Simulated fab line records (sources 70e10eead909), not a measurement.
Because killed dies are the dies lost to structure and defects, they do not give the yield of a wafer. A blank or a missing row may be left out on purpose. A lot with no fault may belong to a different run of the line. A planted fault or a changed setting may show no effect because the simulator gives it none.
Chamber matching | flow nand_harc | NHARC_A_WL_FILL_ALD_10 on ald_hk-04: 4 sister chambers
The step deposits SiO2, target thk 50 nm, pulse time 10 s, ald cycles 500. 8 wafers are shown with their chamber, then 7 later ones without.

== WAFERS PAIRED WITH THEIR CHAMBERS ==
wafer  | chamber | heater_power_outer_w (W) | heater_power_w (W)
L079.6 | 1       | 243                      | 436
L081.4 | 1       | 243                      | 438
L085.6 | 3       | 250                      | 447
L086.4 | 0       | 290                      | 491
L086.1 | 2       | 235                      | 443
L086.5 | 0       | 286                      | 489
L092.1 | 3       | 254                      | 460
L092.4 | 2       | 227                      | 425

== WAFERS WHOSE CHAMBER IS MISSING ==
wafer  | heater_power_outer_w (W) | heater_power_w (W)
L092.6 | 256                      | 469
L096.1 | 225                      | 429
L096.3 | 251                      | 437
L096.6 | 244                      | 465
L097.1 | 255                      | 454
L097.4 | 301                      | 510
L097.5 | 261                      | 461

== CHAMBER TAKEN BY EACH ==
wafer  | from the rows above     | in truth
L092.6 | 3                       | 3
L096.1 | 2                       | 2
L096.3 | can't be placed: 3 or 1 | 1
L096.6 | can't be placed: 3 or 1 | 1
L097.1 | 3                       | 3
L097.4 | 0                       | 0
L097.5 | 3                       | 3
Placed correctly: 5 of 7. From these rows, 2 cannot be placed; in 2 the true chamber is one of the candidates. Placed wrongly: 0.
How it was worked out, from the rows above alone: a wafer's distance from a chamber is the root of the sum, over the readings, of the square of ((its reading less the chamber's mean) divided by the reading's scatter). If the next closest chamber is less than 2 further off than the closest, the wafer can't be placed; otherwise it belongs to the closest. For every chamber, the mean is computed from those of its wafers that are shown. The scatter: take each reading less its chamber's mean, square it, sum over the shown wafers, divide by the number of wafers less the number of chambers, and take the root.
